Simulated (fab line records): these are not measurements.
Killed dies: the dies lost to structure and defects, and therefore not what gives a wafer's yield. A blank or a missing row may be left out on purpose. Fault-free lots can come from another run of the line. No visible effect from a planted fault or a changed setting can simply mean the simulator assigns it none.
fab line records	flow nand-harc
record lots=5	wafers=15	last-day=33
route steps=1302 shown P_M1@288 END@1302
lots untouched by any fault: they come from a run of this same line in which no faults occurred
start-h: start of the lot's first displayed wafer, in hours after the record's first day	wait-h: hours since the lot's step before	" the same as in the row above	L1.1+2: several wafers, shown together as one row	- no value, or no start given	* or withheld: withheld	< > ~ a bound
route shown NAME@n: NAME is a module with steps in the file, n the number in the route of the first one	usual: mean/standard deviation of fault-free wafers	same: alike in all rows	chamber/n: place in a boat	sites: per-site readings	_std_site: the values' standard deviation	_edge_site: inner sites' mean taken away from outer sites' mean	radius-mm: how far each site lies from the wafer's centre	mask NAME#n: copy n	behind: tool/chamber where the wafer was last shaped	hold: why the lot was held/for how many hours/how that ended	device: names the non-switching transistor (n, p or np)	end of line: at the end of the route, the tests of the same wafers	a step without rows: its recipe alone	killed: count of dies lost to structure and defects at first sort (not the wafer's yield)	map: shows each die of a wafer: x if killed, . if not, _ if none is there
set.NAME: the setting as run; set.NAME@STEP: as run at that earlier step	model.NAME: the simulator's own value behind a step, which no gauge read
lots at some steps of the route; a table a step, a row a wafer
services: when a tool's chamber went out of use (start-h, in hours from the record's first day, below 0 if earlier), for how many hours, and the reason
## steps
# step NHARC_P_M1_COAT_34
# recipe temp-c=200	time-s=65
# step NHARC_P_M1_COAT_03
# recipe spin-rpm=1500	resist-thk-nm=90
# step NHARC_P_M1_SOFTBAKE_04
# recipe temp-c=105	time-s=55
# step NHARC_P_M1_EBR_05
# step NHARC_P_M1_EXPOSE_06
# recipe na=1.35	target-cd-nm=130	dose-mj=81.88	mask-id=P_M1
# step NHARC_P_M1_PEB_07
# recipe peb-temp-c=100	peb-time-s=65
# step NHARC_P_M1_DEVELOP_08
# recipe develop-time-s=35	dev-temp-c=23
# step NHARC_P_M1_CD_MEAS_09
# recipe target-cd-nm=130	landing-energy-ev=500
# usual cd-nm=130.2/0.51
lot.wafer	tool	chamber	start-h	wait-h	cd-nm
L719.3	cd-sem-01	0	149.62	-	130.4
L719.5	"	0	"	"	130.4
L719.6	"	0	"	"	130.1
L721.2	cd-sem-02	0	162.68	-	130.1
L721.4	"	0	"	"	130.3
L721.6	"	0	"	"	130.6
L726.2	cd-sem-02	0	219.46	-	130.1
L726.5	"	0	"	"	130.0
L726.6	"	0	"	"	130.0
L733.2	cd-sem-02	0	286.78	-	130.6
L733.5	"	0	"	"	129.9
L733.6	"	0	"	"	130.1
L740.1	cd-sem-01	0	351.16	-	130.0
L740.2	"	0	"	"	130.5
L740.5	"	0	"	"	130.6
# step NHARC_P_M1_OVL_MEAS_10
# recipe pitch-nm=260
# usual overlay-x-nm=-0.2/0.78	overlay-y-nm=0.0/0.85
lot.wafer	tool	chamber	start-h	wait-h	overlay-x-nm	overlay-y-nm
L719.3	overlay-02	-	149.71	-	-0.4	-1.9
L719.5	"	-	"	"	-0.6	-1.4
L719.6	"	-	"	"	-0.9	-1.3
L721.2	overlay-01	-	162.77	-	0.3	0.3
L721.4	"	-	"	"	0.2	0.0
L721.6	"	-	"	"	0.2	0.5
L726.2	overlay-02	-	219.55	-	0.9	0.1
L726.5	"	-	"	"	1.2	0.4
L726.6	"	-	"	"	1.1	-0.5
L733.2	overlay-02	-	286.86	-	-0.9	-1.5
L733.5	"	-	"	"	-1.0	-1.2
L733.6	"	-	"	"	-1.0	-1.4
L740.1	overlay-01	-	351.25	-	-0.2	-0.4
L740.2	"	-	"	"	-0.3	-0.7
L740.5	"	-	"	"	-0.3	-0.3
# step NHARC_P_M1_INSPECT_11
# usual raw-defect-count=4.2/2.8
lot.wafer	tool	chamber	start-h	wait-h	raw-defect-count
L719.3	defect-inspect-02	-	149.74	0.0	5
L719.5	"	-	"	"	3
L719.6	"	-	"	"	2
L721.2	defect-inspect-01	-	162.80	0.0	9
L721.4	"	-	"	"	11
L721.6	"	-	"	"	10
L726.2	defect-inspect-02	-	219.60	0.1	8
L726.5	"	-	"	"	5
L726.6	"	-	"	"	9
L733.2	defect-inspect-02	-	286.90	0.0	5
L733.5	"	-	"	"	2
L733.6	"	-	"	"	6
L740.1	defect-inspect-01	-	351.28	0.0	2
L740.2	"	-	"	"	7
L740.5	"	-	"	"	3
# step NHARC_P_M1_DESCUM_14
# recipe time-s=3	o2-flow-sccm=200	ar-flow-sccm=0	bias-power-w=0	chemistry=O2
# usual drypump-motor-current-A=5.5/0.49	oes-product-au=0.994/0.015	rf-vpp-V=57.7/0.88	showerhead-plenum-p-Torr=1.90/0.061	throttle-valve-pct=11.311/0.0088
lot.wafer	tool	chamber	start-h	wait-h	drypump-motor-current-A	oes-product-au	rf-hours-counter-h	rf-vpp-V	showerhead-plenum-p-Torr	throttle-valve-pct
L719.3	rie-diel-10	3	149.80	0.1	5.4	1.010	5	56.4	1.96	11.320
L719.5	"	3	"	"	5.4	0.992	-	58.2	1.96	11.308
L719.6	"	0	"	"	4.9	1.004	-	55.6	1.80	11.321
L721.4	rie-diel-10	1	162.87	0.1	5.3	1.021	4	58.0	1.85	11.321
L721.2	"	2	"	"	5.0	1.010	4	58.6	1.89	11.304
L721.6	"	1	"	"	5.3	1.021	-	58.4	1.85	11.323
L726.2	rie-diel-13	3	219.68	0.1	5.3	1.009	2	56.9	1.99	11.311
L726.6	"	1	"	"	6.5	1.008	-	56.5	1.89	11.330
L726.5	"	2	"	"	6.3	0.995	-	57.8	1.88	11.308
L733.2	rie-diel-13	2	286.96	0.1	6.3	0.988	8	59.1	1.88	11.309
L733.5	"	2	"	"	6.3	0.992	-	56.6	1.88	11.315
L733.6	"	3	"	"	5.3	0.991	-	57.2	1.99	11.302
L740.1	rie-diel-13	1	351.36	0.1	6.5	0.994	0	56.7	1.89	11.298
L740.2	"	2	"	"	6.3	0.995	0	56.7	1.88	11.300
L740.5	"	0	"	"	5.4	0.976	-	58.0	1.87	11.310
# step NHARC_P_M1_ETCH_35
# recipe target-depth-a=400	overetch-a=120	time-s=43.94	ion-energy-ev=200	n2-flow-sccm=150	h2-flow-sccm=150	ar-flow-sccm=0	rf-w=400	bias-w=150	chemistry=N2/H2
# usual bias-w=150.0/0.45	drypump-motor-current-A=5.5/0.48	oes-product-au=0.994/0.014	rf-vpp-V=429.9/2.1	run-length-s=65.2/0.57	showerhead-plenum-p-Torr=2.02/0.067	throttle-valve-pct=14.171/0.0091
lot.wafer	tool	chamber	start-h	wait-h	bias-w	drypump-motor-current-A	oes-product-au	rf-hours-counter-h	rf-vpp-V	run-length-s	showerhead-plenum-p-Torr	throttle-valve-pct
L719.3	rie-diel-10	1	149.90	0.1	150.2	5.2	1.009	4	427.8	64.6	1.97	14.179
L719.6	"	3	"	"	149.3	5.5	0.992	-	431.0	65.3	2.09	14.160
L719.5	"	0	"	"	150.1	4.9	0.984	-	425.9	64.5	1.91	14.176
L721.4	rie-diel-10	3	162.96	0.1	149.9	5.4	0.993	5	431.9	65.7	2.09	14.161
L721.2	"	0	"	"	149.2	4.9	0.986	6	427.4	64.8	1.91	14.170
L721.6	"	0	"	"	150.2	4.9	0.988	-	426.4	65.0	1.91	14.173
L726.2	rie-diel-13	0	219.76	0.1	149.7	5.4	0.967	2	428.9	64.8	2.00	14.177
L726.5	"	2	"	"	150.3	6.3	0.987	-	430.4	64.5	2.00	14.182
L726.6	"	3	"	"	150.7	5.3	1.005	-	431.5	65.2	2.12	14.175
L733.2	rie-diel-13	3	287.05	0.1	149.8	5.4	0.988	9	433.1	65.2	2.12	14.171
L733.5	"	2	"	"	150.3	6.3	0.982	-	428.7	64.7	2.00	14.184
L733.6	"	3	"	"	149.3	5.3	0.992	-	433.1	65.0	2.12	14.180
L740.1	rie-diel-13	3	351.43	0.1	149.8	5.4	1.000	0	433.1	64.8	2.12	14.175
L740.2	"	2	"	"	149.9	6.3	1.022	0	428.3	64.5	2.00	14.173
L740.5	"	0	"	"	150.4	5.5	0.996	-	430.3	65.6	2.00	14.181
# step NHARC_P_M1_ETCH_15
# recipe target-depth-a=1825	time-s=91.2	c4f8-flow-sccm=withheld	ar-flow-sccm=400	rf-w=600	bias-w=300	chemistry=C4F8/Ar
# usual bias-w=300.0/0.91	oes-product-au=0.953/0.023	rf-vpp-V=440.3/1.9	run-length-s=112.4/0.51
lot.wafer	tool	chamber	start-h	wait-h	bias-w	oes-product-au	rf-hours-counter-h	rf-vpp-V	run-length-s
L719.3	rie-diel-10	1	150.00	-	300.8	0.950	4	438.1	111.5
L719.5	"	2	"	"	300.1	0.934	-	438.4	113.6
L719.6	"	3	"	"	300.0	0.924	-	440.8	112.6
L721.2	rie-diel-10	0	163.04	-	-	0.981	6	437.6	105.3
L721.4	"	3	"	"	299.7	0.976	5	441.3	112.7
L721.6	"	0	"	"	-	0.975	-	438.4	104.7
L726.2	rie-diel-13	3	219.85	-	299.4	0.974	2	444.2	112.5
L726.6	"	1	"	"	299.1	0.974	-	439.5	112.7
L726.5	"	2	"	"	300.1	0.950	-	439.8	112.4
L733.2	rie-diel-13	0	287.13	-	299.1	0.953	8	438.4	112.4
L733.6	"	0	"	"	299.5	0.954	-	438.7	112.2
L733.5	"	1	"	"	299.8	0.986	-	440.3	112.3
L740.1	rie-diel-13	0	351.52	-	299.2	0.948	0	441.2	112.1
L740.2	"	2	"	"	299.2	0.983	0	439.8	112.6
L740.5	"	0	"	"	298.7	0.937	-	439.4	112.1
# step NHARC_P_M1_CD_MEAS_16
# usual cd-nm=130.1/0.88
lot.wafer	tool	chamber	start-h	wait-h	cd-nm
L719.3	cd-sem-03	-	150.11	-	129.7
L719.5	"	-	"	"	130.9
L719.6	"	-	"	"	129.7
L721.2	cd-sem-03	-	163.18	-	132.0
L721.4	"	-	"	"	129.5
L721.6	"	-	"	"	130.8
L726.2	cd-sem-02	-	219.97	-	130.8
L726.5	"	-	"	"	129.6
L726.6	"	-	"	"	130.4
L733.2	cd-sem-01	-	287.27	-	130.4
L733.5	"	-	"	"	128.7
L733.6	"	-	"	"	130.4
L740.1	cd-sem-02	-	351.65	-	131.5
L740.2	"	-	"	"	129.5
L740.5	"	-	"	"	130.8
# step NHARC_END_SORT_01
# recipe temp-c=25
# usual defect-limited-yield=91.3/3	killed-at-array=54/20	killed-at-other=0.7/0.94	killed-at-periphery=3.8/2.7	killed-dies=59/20	killed-open=3.5/1.9	killed-short=2.5/1.6
# same gross-dies=677
lot.wafer	tool	chamber	start-h	wait-h	defect-limited-yield[%]	killed-at-array	killed-at-other	killed-at-periphery	killed-dies	killed-open	killed-short
L719.3	prober-02	0	584.69	3.1	91.3	56	1	2	59	2	6
L719.5	prober-02	0	586.30	3.7	90.8	61	0	1	62	10	1
L719.6	prober-02	0	587.11	4.0	94.4	36	1	1	38	3	2
L721.2	prober-01	0	595.51	2.8	90.7	58	0	5	63	6	1
L721.4	prober-01	0	597.11	3.4	93.6	35	0	8	43	3	2
L721.6	prober-01	0	598.70	4.0	88.8	70	0	6	76	3	3
L726.2	prober-01	0	682.55	2.8	91.9	45	2	8	55	6	3
L726.5	prober-01	0	684.95	3.7	91.6	51	2	4	57	3	1
L726.6	prober-01	0	685.75	4.0	89.1	65	1	8	74	7	3
L733.2	prober-01	0	732.27	2.8	91.6	50	0	7	57	4	3
L733.5	prober-01	0	734.65	3.7	93.6	38	1	4	43	3	2
L733.6	prober-01	0	735.45	4.0	92.2	47	0	6	53	2	4
L740.1	prober-01	0	794.01	2.5	87.1	81	3	3	87	3	2
L740.2	prober-01	0	794.82	2.8	85.2	90	3	7	100	6	3
L740.5	prober-01	0	797.24	3.7	89.5	65	3	3	71	6	3
# killed by level:class
L719.3 A_CHANNEL_HOLE_D2:chamber-film-flake=23 A_CHANNEL_HOLE_D1:chamber-film-flake=22 A_CONTACT:chamber-film-flake=2 P_GATE:geometric-particle:short=1 P_M1:geometric-particle:short=1 A_ONON_D1:geometric-particle:open=1 A_CHANNEL_HOLE_D1:geometric-particle:short=1 A_CHANNEL_FILL_D1:geometric-particle:short=1
L719.5 A_CHANNEL_HOLE_D1:chamber-film-flake=22 A_CHANNEL_HOLE_D2:chamber-film-flake=21 A_STAIRCASE:chamber-film-flake=3 A_BLC:chamber-film-flake=3 A_CHANNEL_HOLE_D1:geometric-particle:open=2 A_BLC:geometric-particle:open=2 A_M0:geometric-particle:open=2 P_GATE:geometric-particle:open=1
L719.6 A_CHANNEL_HOLE_D1:chamber-film-flake=13 A_CHANNEL_HOLE_D2:chamber-film-flake=12 A_STAIRCASE:chamber-film-flake=5 P_M0:geometric-particle:open=1 A_ONON_D1:geometric-particle:short=1 A_WL_FILL:geometric-particle:open=1 A_M0:geometric-particle:open=1 A_M1:geometric-particle:short=1
L721.2 A_CHANNEL_HOLE_D1:chamber-film-flake=22 A_CHANNEL_HOLE_D2:chamber-film-flake=19 A_SLIT:chamber-film-flake=3 A_CONTACT:chamber-film-flake=3 A_CHANNEL_FILL_D2:geometric-particle:open=2 P_CONTACT:chamber-film-flake=2 A_STAIRCASE:chamber-film-flake=2 A_CHANNEL_FILL_D1:chamber-film-flake=2
L721.4 A_CHANNEL_HOLE_D1:chamber-film-flake=13 A_CHANNEL_HOLE_D2:chamber-film-flake=13 P_CONTACT:chamber-film-flake=4 P_CONTACT:geometric-particle:open=2 A_CHANNEL_FILL_D1:chamber-film-flake=2 A_M0:chamber-film-flake=2 A_SOURCE_PLATE:geometric-particle:short=1 A_STAIRCASE:geometric-particle:short=1
L721.6 A_CHANNEL_HOLE_D2:chamber-film-flake=38 A_CHANNEL_HOLE_D1:chamber-film-flake=21 P_CONTACT:chamber-film-flake=3 A_ONON_D2:geometric-particle:short=2 A_CHANNEL_FILL_D1:chamber-film-flake=2 A_STAIRCASE:chamber-film-flake=2 P_CONTACT:geometric-particle:open=1 A_ONON_D1:geometric-particle:open=1
L726.2 A_CHANNEL_HOLE_D1:chamber-film-flake=18 A_CHANNEL_HOLE_D2:chamber-film-flake=14 P_M0:chamber-film-flake=3 A_CONTACT:chamber-film-flake=3 A_M0:geometric-particle:short=2 P_GATE:chamber-film-flake=2 A_CHANNEL_FILL_D1:chamber-film-flake=2 THIN_TSV:chamber-film-flake=2
L726.5 A_CHANNEL_HOLE_D1:chamber-film-flake=20 A_CHANNEL_HOLE_D2:chamber-film-flake=18 A_SLIT:chamber-film-flake=4 A_CONTACT:chamber-film-flake=4 P_M0:chamber-film-flake=3 THIN_TSV:chamber-film-flake=2 P_ZERO_WELL:geometric-particle:open=1 A_CHANNEL_FILL_D1:geometric-particle:short=1
L726.6 A_CHANNEL_HOLE_D1:chamber-film-flake=32 A_CHANNEL_HOLE_D2:chamber-film-flake=17 P_M0:chamber-film-flake=3 A_STAIRCASE:chamber-film-flake=3 P_CONTACT:geometric-particle:open=2 A_CONTACT:geometric-particle:open=2 P_GATE:chamber-film-flake=2 A_CHANNEL_FILL_D1:chamber-film-flake=2
L733.2 A_CHANNEL_HOLE_D2:chamber-film-flake=28 A_CHANNEL_HOLE_D1:chamber-film-flake=13 A_SLIT:chamber-film-flake=3 P_CONTACT:chamber-film-flake=3 P_M2:geometric-particle:short=2 P_CONTACT:geometric-particle:open=1 A_ONON_D2:geometric-particle:open=1 A_CHANNEL_FILL_D2:geometric-particle:open=1
L733.5 A_CHANNEL_HOLE_D2:chamber-film-flake=21 A_CHANNEL_HOLE_D1:chamber-film-flake=8 P_M2:chamber-film-flake=3 A_WL_FILL:geometric-particle:open=2 A_DECK1_JOINT:chamber-film-flake=2 A_CHANNEL_FILL_D1:geometric-particle:open=1 A_M0:geometric-particle:short=1 STARTING-WAFER:geometric-particle:short=1
L733.6 A_CHANNEL_HOLE_D2:chamber-film-flake=20 A_CHANNEL_HOLE_D1:chamber-film-flake=9 A_SGD_CUT:chamber-film-flake=4 P_M2:chamber-film-flake=3 A_SLIT:chamber-film-flake=3 A_ZERO_WELL:chamber-film-flake=2 P_CONTACT:geometric-particle:short=1 A_CHANNEL_HOLE_D1:geometric-particle:short=1
L740.1 A_SLIT:chamber-film-flake=33 A_CHANNEL_HOLE_D2:chamber-film-flake=31 A_WL_FILL:chamber-film-flake=4 A_STAIRCASE:chamber-film-flake=3 THIN_TSV:chamber-film-flake=3 A_CHANNEL_HOLE_D2:geometric-particle:short=2 P_M1:chamber-film-flake=2 A_CONTACT:chamber-film-flake=2
L740.2 A_SLIT:chamber-film-flake=37 A_CHANNEL_HOLE_D2:chamber-film-flake=37 A_STAIRCASE:chamber-film-flake=5 A_CHANNEL_HOLE_D1:geometric-particle:open=3 THIN_TSV:chamber-film-flake=3 P_ZERO_WELL:chamber-film-flake=2 P_GATE:chamber-film-flake=2 P_M1:chamber-film-flake=2
L740.5 A_SLIT:chamber-film-flake=27 A_CHANNEL_HOLE_D2:chamber-film-flake=15 A_STAIRCASE:chamber-film-flake=5 A_WL_FILL:chamber-film-flake=3 THIN_TSV:chamber-film-flake=3 A_ONON_D1:geometric-particle:open=2 A_ONON_D1:geometric-particle:short=2 A_DECK1_JOINT:chamber-film-flake=2
## services
tool	chamber	start-h	hours	kind
rie-diel-13	2	129.30	2.2	repair
rie-diel-10	0	137.82	2.2	repair
rie-diel-13	0	144.81	-	clean
rie-diel-13	1	144.81	-	clean
rie-diel-13	2	144.81	-	clean
rie-diel-13	3	144.81	-	clean
rie-diel-13	-	165.23	9.0	pm
rie-diel-13	0	165.23	9.0	vent-cycle
rie-diel-13	1	165.23	9.0	vent-cycle
rie-diel-13	2	165.23	9.0	vent-cycle
rie-diel-13	3	165.23	9.0	vent-cycle
rie-diel-13	0	174.23	-	clean
rie-diel-13	1	174.23	-	clean
rie-diel-13	2	174.23	-	clean
rie-diel-13	3	174.23	-	clean
rie-diel-13	1	187.75	21.0	repair
rie-diel-13	2	197.62	2.8	repair
rie-diel-13	0	198.73	-	clean
rie-diel-10	-	242.50	9.0	pm
rie-diel-10	3	262.51	6.7	repair
rie-diel-10	1	288.40	2.6	repair
rie-diel-10	-	300.03	0.8	repair
rie-diel-13	2	310.75	4.6	repair
rie-diel-13	-	342.23	9.0	pm
## key
first-sign step=NHARC_P_M1_ETCH_15	reading=run-length-s	direction=down	sigmas=14	usual=*	struck=*
effect none on later readings
met-at NHARC_P_M1_ETCH_15
struck-wafers L721.2,L721.6
fault kind=process-parameter-drift	tool=rie-diel-10	chamber=0	onset-h=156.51	steps=NHARC_P_M1_ETCH_15	channel=time-s	offset=*	shape=step	end-h=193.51	acts-in=*	stated=*
